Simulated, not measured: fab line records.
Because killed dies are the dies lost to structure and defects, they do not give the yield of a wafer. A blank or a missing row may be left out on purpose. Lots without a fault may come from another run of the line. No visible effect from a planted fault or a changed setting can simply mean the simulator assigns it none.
fab line records    flow n5_finfet
record lots=7  wafers=17  last_day=16
route steps=1938 shown BEOL_M1@789 BEOL_M4@1111
lots with no fault: from the same line, run without faults
start_h: start of the lot's first displayed wafer, in hours after the record's first day    wait_h: how many hours have passed since the lot's step before this one    " repeats the value in the row above    L1.1+2: one row covering several wafers at once    - no value, or no start given    * or withheld: withheld    < > ~ a bound
route shown NAME@n: names a module that has steps shown in the file, with the first one's number in the route    usual: mean and standard deviation over wafers with no fault    same: alike in all rows    chamber/n: place in a boat    sites: the reading at each site    _std_site: standard deviation across them    _edge_site: outer sites' mean less inner sites'    radius_mm: for every site, how far away it sits from the centre of the wafer    mask NAME#n: copy n    behind: tool/chamber where the wafer was last shaped    hold: why the lot went on hold/how many hours it stayed there/how the hold came to an end    device: names the non-switching transistor (n, p or np)    end of line: tests of these same wafers at the route's end    for a step that has no rows: nothing shown but its recipe    killed: at the first sort, the dies lost to defects and structure; wafer yield is something else    map: the dies of a wafer, with x for killed, . for not killed, _ for no die there
set.NAME: the setting as run; set.NAME@STEP: as run at that earlier step    model.NAME: the simulator's own value behind a step, which no gauge read
certain route steps with their lots: each step a table, each wafer a row
services: from which hour (start_h, from the record's first day; less than 0 if before it) a tool's chamber was out of use, for how many hours, and why
## steps
# step N5_BEOL_M1_DESCUM_33
# recipe chemistry=O2  time_s=7  source_power_w=50  bias_power_w=20  pressure_mtorr=20  rf_frequency_hz=2.712e+07  temp_c=40  resist=CAR-EUV  o2_flow_sccm=225
# step N5_BEOL_M1_ETCH_77
# recipe chemistry=N2/H2  target=underlayer  target_depth_a=65  mask_material=CAR-EUV  time_s=5.2  ion_energy_ev=200  pressure_mtorr=30  source_w=840  bias_w=150  n2_flow_sccm=200  h2_flow_sccm=200  ends=cleared
# step N5_BEOL_M1_ETCH_69
# recipe chemistry=CF4  target=SiARC  target_depth_a=156  mask_material=CAR-EUV  time_s=26  ion_energy_ev=80  pressure_mtorr=40  source_w=545  bias_w=36  Ar_flow_sccm=100  cf4_flow_sccm=100  ends=cleared
# step N5_BEOL_M1_ALD_98
# recipe material=SiO2  target_thk_a=25  temp_c=100  ald_precursor_family=BDEAS  ald_co_reactant=O2-plasma  pulse_time_s=1  co_reactant_pulse_time_s=1  purge_time_s=2  co_reactant_purge_time_s=2  ald_cycles=17  pressure_torr=2
# usual heater_power_w=78/8  precursor_pulse_height_rel=0.999/0.021
lot.wafer  tool        chamber  start_h  wait_h  heater_power_w  precursor_pulse_height_rel
L978.1     ald_sin-02  2        143.54   0.1     95              0.992
L978.2     "           1        "        "       71              0.984
L978.3     "           3        "        "       81              0.993
L981.1     ald_sin-02  0        159.89   0.1     83              0.995
L981.4     "           2        "        "       97              0.975
L981.5     "           2        "        "       97              0.984
L985.1     ald_sin-01  2        193.54   0.1     84              1.000
L985.4     "           1        "        "       82              0.999
L990.1     ald_sin-04  0        230.60   0.1     70              0.994
L990.2     "           1        "        "       67              0.957
L990.5     "           3        "        "       80              1.001
L993.3     ald_sin-02  2        238.36   0.2     96              0.938
L993.5     "           2        "        "       95              1.014
L994.5     ald_sin-04  2        240.62   0.1     80              1.005
L994.6     "           3        "        "       80              1.025
L995.4     ald_sin-04  0        245.55   0.2     72              1.019
L995.6     "           2        "        "       80              0.979
# step N5_BEOL_M1_ETCHBACK_99
# recipe chemistry=CHF3  target=SiO2  target_depth_a=50  time_s=10.4  source_w=215  bias_w=47  Ar_flow_sccm=200  CHF3_flow_sccm=12  ion_energy_ev=100  pressure_mtorr=30
# usual drypump_motor_current_A=5.5/0.35  oes_product_au=0.76/0.087  rf_vpp_V=241/4.9  showerhead_plenum_p_Torr=2.17/0.053  throttle_valve_pct=17.20/0.29
# same time_s=10.4
lot.wafer  tool         chamber  start_h  wait_h  drypump_motor_current_A  oes_product_au  rf_hours_counter_h  rf_vpp_V  showerhead_plenum_p_Torr  throttle_valve_pct
L978.1     rie_diel-01  0        145.86   2.3     5.3                      0.90            24                  243       2.19                      17.20
L978.2     "            3        "        "       5.2                      0.69            214                 240       2.09                      17.13
L978.3     "            1        "        "       5.5                      0.75            149                 247       2.23                      17.11
L981.1     rie_diel-02  1        162.17   2.2     5.9                      0.71            207                 237       2.16                      17.10
L981.4     "            0        "        "       5.9                      0.88            34                  245       2.18                      16.91
L981.5     "            2        "        "       5.6                      0.70            -                   249       2.19                      17.01
L985.1     rie_diel-06  3        196.40   2.8     4.9                      0.71            225                 235       2.07                      17.80
L985.4     "            2        "        "       5.0                      0.87            65                  238       2.17                      16.93
L990.1     rie_diel-06  0        230.72   0.1     5.4                      0.75            172                 246       2.24                      17.05
L990.2     "            2        "        "       5.1                      0.86            75                  238       2.17                      16.94
L990.5     "            2        "        "       5.1                      0.87            -                   239       2.17                      16.93
L993.3     rie_diel-06  1        238.65   0.2     5.9                      0.69            233                 240       2.21                      17.38
L993.5     "            1        "        "       6.0                      0.70            -                   242       2.21                      17.36
L994.5     rie_diel-06  1        241.64   1.0     5.9                      0.70            -                   240       2.21                      17.35
L994.6     "            0        "        "       5.3                      0.75            -                   245       2.24                      17.06
L995.4     rie_diel-06  1        245.93   0.3     6.0                      0.69            234                 239       2.21                      17.35
L995.6     "            0        "        "       5.3                      0.74            -                   246       2.24                      17.05
# step N5_BEOL_M1_ETCH_70
# recipe chemistry=N2/H2  target=SOC  target_depth_a=800  overetch_a=160  mask_material=SiARC  temp_c=40  time_s=120  ion_energy_ev=200  pressure_mtorr=30  source_w=840  bias_w=150  n2_flow_sccm=200  h2_flow_sccm=200
# usual drypump_motor_current_A=5.5/0.35  oes_product_au=0.58/0.063  rf_vpp_V=524.4/2.1  showerhead_plenum_p_Torr=2.55/0.073  throttle_valve_pct=17.90/0.28
# same time_s=120
lot.wafer  tool         chamber  start_h  wait_h  drypump_motor_current_A  oes_product_au  rf_hours_counter_h  rf_vpp_V  showerhead_plenum_p_Torr  throttle_valve_pct
L978.1     rie_diel-01  0        145.90   0.0     5.3                      0.68            24                  525.4     2.57                      17.80
L978.2     "            3        "        "       5.2                      0.54            214                 523.7     2.52                      18.02
L978.3     "            1        "        "       5.5                      0.57            149                 526.9     2.64                      17.86
L981.1     rie_diel-02  1        162.20   0.0     5.9                      0.55            207                 524.5     2.51                      17.62
L981.4     "            0        "        "       5.9                      0.67            34                  525.0     2.56                      17.43
L981.5     "            2        "        "       5.6                      0.53            -                   526.7     2.58                      17.65
L985.1     rie_diel-06  3        196.44   0.0     4.9                      0.53            225                 518.4     2.39                      18.15
L985.4     "            2        "        "       5.1                      0.65            65                  525.0     2.57                      17.65
L990.1     rie_diel-06  0        230.76   0.0     5.4                      0.56            172                 525.9     2.65                      17.89
L990.2     "            2        "        "       5.1                      0.65            75                  524.1     2.57                      17.69
L990.5     "            2        "        "       5.0                      0.65            -                   525.2     2.57                      17.68
L993.3     rie_diel-06  1        238.69   0.0     6.0                      0.53            233                 524.7     2.62                      18.24
L993.5     "            1        "        "       6.0                      0.52            -                   524.2     2.62                      18.22
L994.5     rie_diel-06  1        241.70   0.0     5.9                      0.52            -                   526.2     2.62                      18.22
L994.6     "            0        "        "       5.3                      0.55            -                   526.4     2.65                      17.89
L995.4     rie_diel-06  1        245.97   0.0     6.0                      0.52            234                 526.9     2.62                      18.25
L995.6     "            0        "        "       5.3                      0.55            -                   527.3     2.65                      17.89
# step N5_BEOL_M1_STRIP_71
# recipe chemistry=N2/H2  temp_c=40  n2_flow_sccm=200  h2_flow_sccm=200  rf_frequency_hz=6e+07
# step N5_BEOL_M1_STRIP_78
# recipe chemistry=N2/H2  temp_c=40  n2_flow_sccm=200  h2_flow_sccm=200  rf_frequency_hz=6e+07
# step N5_BEOL_M1_VIA_ETCH_34
# recipe chemistry=C4F6/O2  target_depth_a=678  mask_material=SOC  pressure_mtorr=15  ion_energy_ev=250  taper_deg=4  time_s=64.4  source_w=350  bias_w=170  Ar_flow_sccm=300  C4F6_flow_sccm=10  O2_flow_sccm=10
# usual drypump_motor_current_A=5.5/0.35  oes_product_au=0.76/0.087  rf_vpp_V=667/13  showerhead_plenum_p_Torr=2.86/0.068  throttle_valve_pct=30.8/0.39
# same time_s=64.4
lot.wafer  tool         chamber  start_h  wait_h  drypump_motor_current_A  oes_product_au  rf_hours_counter_h  rf_vpp_V  showerhead_plenum_p_Torr  throttle_valve_pct
L978.1     rie_diel-01  0        146.00   0.0     5.3                      0.90            24                  671       2.89                      31.1
L978.2     "            3        "        "       5.2                      0.70            214                 668       2.77                      30.5
L978.3     "            1        "        "       5.5                      0.75            149                 685       2.94                      30.5
L981.1     rie_diel-02  1        162.31   0.0     5.9                      0.71            207                 658       2.85                      30.9
L981.4     "            0        "        "       5.8                      0.88            34                  675       2.89                      30.5
L981.5     "            2        "        "       5.6                      0.70            -                   688       2.88                      30.4
L985.1     rie_diel-06  3        196.54   0.0     4.9                      0.70            225                 649       2.74                      31.6
L985.4     "            2        "        "       5.0                      0.87            65                  658       2.87                      30.4
L990.1     rie_diel-06  0        230.86   0.0     5.3                      0.75            172                 680       2.96                      31.0
L990.2     "            2        "        "       5.0                      0.86            75                  657       2.86                      30.4
L990.5     "            2        "        "       5.0                      0.87            -                   659       2.86                      30.4
L993.3     rie_diel-06  1        238.79   0.0     6.0                      0.70            233                 663       2.92                      31.1
L993.5     "            1        "        "       5.9                      0.70            -                   662       2.92                      31.1
L994.5     rie_diel-06  1        241.79   0.0     6.0                      0.69            -                   664       2.92                      31.1
L994.6     "            0        "        "       5.3                      0.74            -                   679       2.96                      31.0
L995.4     rie_diel-06  1        246.07   0.0     6.0                      0.69            234                 665       2.92                      31.1
L995.6     "            0        "        "       5.3                      0.74            -                   679       2.96                      31.0
# step N5_BEOL_M1_STRIP_83
# recipe chemistry=C4F6/O2  resist=SiARC  rf_frequency_hz=6e+07
# step N5_BEOL_M1_STRIP_36
# recipe chemistry=N2/H2  power_w=450  temp_c=40  pressure_mtorr=20  rf_frequency_hz=6e+07  overash_fraction=0.3  bias_power_w=7  h2_frac=0.5  n2_flow_sccm=200  h2_flow_sccm=200
# step N5_BEOL_M1_TRENCH_ETCH_37
# recipe chemistry=C4F6/O2  target_depth_a=552.07  target=SiOC  time_s=29  ion_energy_ev=250  pressure_mtorr=30  source_w=355  bias_w=185  Ar_flow_sccm=300  C4F6_flow_sccm=10  O2_flow_sccm=10
# usual drypump_motor_current_A=5.5/0.35  oes_product_au=0.76/0.087  rf_vpp_V=667/13  showerhead_plenum_p_Torr=2.86/0.068  throttle_valve_pct=21.0/0.3
# same time_s=29
lot.wafer  tool         chamber  start_h  wait_h  drypump_motor_current_A  oes_product_au  rf_hours_counter_h  rf_vpp_V  showerhead_plenum_p_Torr  throttle_valve_pct
L978.1     rie_diel-01  0        -        -       5.3                      0.90            24                  673       2.90                      21.0
L978.2     "            3        "        "       5.2                      0.69            214                 668       2.78                      20.9
L978.3     "            1        "        "       5.5                      0.75            149                 683       2.94                      20.8
L981.1     rie_diel-02  1        -        -       5.9                      0.71            207                 657       2.86                      20.9
L981.4     "            0        "        "       5.8                      0.89            34                  676       2.89                      20.7
L981.5     "            2        "        "       5.7                      0.70            -                   689       2.89                      20.7
L985.1     rie_diel-06  3        -        -       4.9                      0.70            225                 648       2.74                      21.6
L985.4     "            2        "        "       5.0                      0.87            65                  657       2.87                      20.7
L990.1     rie_diel-06  0        -        -       5.3                      0.75            172                 680       2.97                      20.8
L990.2     "            2        "        "       5.0                      0.86            75                  656       2.87                      20.7
L990.5     "            2        "        "       5.0                      0.85            -                   657       2.87                      20.7
L993.3     rie_diel-06  1        -        -       6.0                      0.69            233                 662       2.92                      21.2
L993.5     "            1        "        "       6.0                      0.69            -                   663       2.92                      21.2
L994.5     rie_diel-06  1        -        -       6.0                      0.69            -                   662       2.92                      21.2
L994.6     "            0        "        "       5.3                      0.74            -                   678       2.96                      20.9
L995.4     rie_diel-06  1        -        -       5.9                      0.70            234                 664       2.92                      21.2
L995.6     "            0        "        "       5.3                      0.75            -                   679       2.96                      20.9
# step N5_BEOL_M1_ETCH_41
# recipe chemistry=CH3F/O2  target=SiCN  target_depth_a=319  taper_deg=2  time_s=57.8  ion_energy_ev=120  mask_material=TiN  pressure_mtorr=30  source_w=395  bias_w=75  Ar_flow_sccm=150  CH3F_flow_sccm=30  O2_flow_sccm=20
# usual drypump_motor_current_A=5.5/0.35  oes_product_au=0.76/0.087  rf_vpp_V=297.6/1.3  showerhead_plenum_p_Torr=2.01/0.05  throttle_valve_pct=16.46/0.28
# same time_s=57.8
lot.wafer  tool         chamber  start_h  wait_h  drypump_motor_current_A  oes_product_au  rf_hours_counter_h  rf_vpp_V  showerhead_plenum_p_Torr  throttle_valve_pct  model.etch.depth_nm
L978.1     rie_diel-01  0        146.13   -       5.3                      0.90            24                  299.2     2.04                      16.46               22.61
L978.2     "            3        "        "       5.2                      0.69            214                 299.6     1.96                      16.45               21.11
L978.3     "            1        "        "       5.5                      0.75            149                 299.9     2.07                      16.36               21.49
L981.1     rie_diel-02  1        162.44   -       5.9                      0.72            207                 297.7     2.01                      16.32               21.8
L981.4     "            0        "        "       5.8                      0.88            34                  298.5     2.04                      16.19               21.88
L981.5     "            2        "        "       5.7                      0.70            -                   298.2     2.03                      16.25               21.41
L985.1     rie_diel-06  3        196.67   -       4.9                      0.70            225                 294.9     1.92                      17.03               22.27
L985.4     "            2        "        "       5.0                      0.87            65                  297.6     2.02                      16.19               22.53
L990.1     rie_diel-06  0        230.99   -       5.3                      0.74            172                 298.2     2.09                      16.31               22.78
L990.2     "            2        "        "       5.0                      0.85            75                  296.7     2.02                      16.19               22.4
L990.5     "            2        "        "       5.0                      0.86            -                   298.3     2.02                      16.20               22.4
L993.3     rie_diel-06  1        238.92   -       5.9                      0.70            233                 297.3     2.05                      16.60               22.31
L993.5     "            1        "        "       5.9                      0.89            -                   297.4     2.05                      16.60               32.04
L994.5     rie_diel-06  1        241.92   -       5.9                      0.89            -                   299.0     2.05                      16.61               32.02
L994.6     "            0        "        "       5.3                      0.73            -                   298.9     2.09                      16.30               22.66
L995.4     rie_diel-06  1        246.20   -       5.9                      0.88            234                 298.5     2.05                      16.60               32.05
L995.6     "            0        "        "       5.3                      0.74            -                   298.2     2.09                      16.30               22.7
# step N5_BEOL_M1_STRIP_97
# recipe chemistry=N2/H2  time_s=10  power_w=450  temp_c=40  pressure_mtorr=20  rf_frequency_hz=6e+07  bias_power_w=7  n2_flow_sccm=200  h2_flow_sccm=200
# step N5_BEOL_M4_RC_MEAS_101
# usual DIBL_N=36.0/2  DIBL_P=35.9/2.5  IOFF_N=0.16/0.038  IOFF_P=0.21/0.04  ION_N=675/14  ION_P=462/9.4  SS_N=71.5/0.75  SS_P=73.2/0.74  VT_N=250/3.9  VT_P=-251/3.2
lot.wafer  tool       chamber  start_h  wait_h  DIBL_N[mV/V]  DIBL_P[mV/V]  IOFF_N[nA/um]  IOFF_P[nA/um]  ION_N[uA/um]  ION_P[uA/um]  SS_N[mV/dec]  SS_P[mV/dec]  VT_N[mV]  VT_P[mV]
L978.1     prober-01  0        182.19   0.0     34.6          34.3          0.14           0.18           665           464           72.2          72.6          253       -252
L978.2     "          0        "        "       36.5          36.9          0.17           0.21           683           469           71.4          73.5          251       -252
L978.3     "          0        "        "       35.2          36.4          0.15           0.20           673           465           72.1          72.7          252       -251
L981.1     prober-02  0        199.85   0.0     36.3          36.2          0.17           0.21           686           462           71.1          73.6          248       -251
L981.4     "          0        "        "       35.0          35.9          0.14           0.20           672           462           71.0          73.0          252       -249
L981.5     "          0        "        "       36.6          36.7          0.18           0.23           703           480           71.3          73.7          249       -248
L985.1     prober-02  0        229.23   0.0     35.7          35.8          0.16           0.19           665           455           71.7          72.5          250       -251
L985.4     "          0        "        "       38.8          41.0          0.23           0.27           694           467           72.6          74.4          244       -247
L990.1     prober-01  0        267.94   0.0     36.5          35.5          0.16           0.18           661           451           71.1          72.7          249       -250
L990.2     "          0        "        "       32.4          33.8          0.12           0.18           688           483           70.5          72.6          251       -251
L990.5     "          0        "        "       35.1          36.1          0.15           0.20           675           463           70.7          72.5          248       -251
L993.3     prober-02  0        273.06   0.3     36.2          35.8          0.14           0.20           678           467           71.9          72.8          251       -249
L993.5     "          0        "        "       40.1          41.3          0.23           0.30           697           476           71.4          73.6          244       -247
L994.5     prober-01  0        274.29   0.6     36.8          36.5          0.20           0.26           703           484           71.5          74.2          244       -247
L994.6     "          0        "        "       35.3          32.2          0.15           0.18           668           454           72.0          72.8          250       -251
L995.4     prober-01  0        277.02   0.5     36.1          37.4          0.15           0.21           677           469           71.4          73.4          250       -250
L995.6     "          0        "        "       34.8          36.1          0.13           0.19           671           464           71.2          73.0          255       -250
## services
tool         chamber  start_h  hours  kind
rie_diel-06  1        127.09   2.5    repair
rie_diel-06  2        139.56   7.7    repair
rie_diel-01  3        142.69   2.2    repair
ald_sin-01   3        158.58   5.2    repair
ald_sin-04   -        176.75   14.0   pm
ald_sin-04   0        176.75   14.0   vent_cycle
ald_sin-04   1        176.75   14.0   vent_cycle
ald_sin-04   2        176.75   14.0   vent_cycle
ald_sin-04   3        176.75   14.0   vent_cycle
rie_diel-02  1        178.83   7.1    repair
ald_sin-04   0        190.75   -      clean
ald_sin-04   -        195.90   14.6   pm
rie_diel-02  2        196.07   -      clean
rie_diel-02  2        196.07   -      consumable_replace:focus_ring
rie_diel-02  2        196.07   16.8   scheduled_down
rie_diel-02  2        196.07   16.8   vent_cycle
ald_sin-01   -        199.15   6.0    pm
ald_sin-01   3        211.06   9.5    repair
rie_diel-01  2        220.13   3.2    repair
rie_diel-02  3        236.85   -      clean
rie_diel-02  3        236.85   -      consumable_replace:focus_ring
rie_diel-02  3        236.85   19.3   scheduled_down
rie_diel-02  3        236.85   19.3   vent_cycle
ald_sin-01   3        239.15   3.4    repair
## key
first_sign none at tools or gauges
model_effect step=N5_BEOL_M1_ETCH_41  value=etch.depth_nm  without=22.26  struck=32.03
met_at N5_BEOL_M1_ETCH_41
struck_wafers L993.5,L994.5,L995.4
onset_between 230.99 238.92
fault kind=process_parameter_drift  tool=rie_diel-06  chamber=-  onset_h=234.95  steps=N5_BEOL_M1_ETCH_41  channel=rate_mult  offset=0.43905  shape=step  end_h=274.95  scope=struck_wafers_only
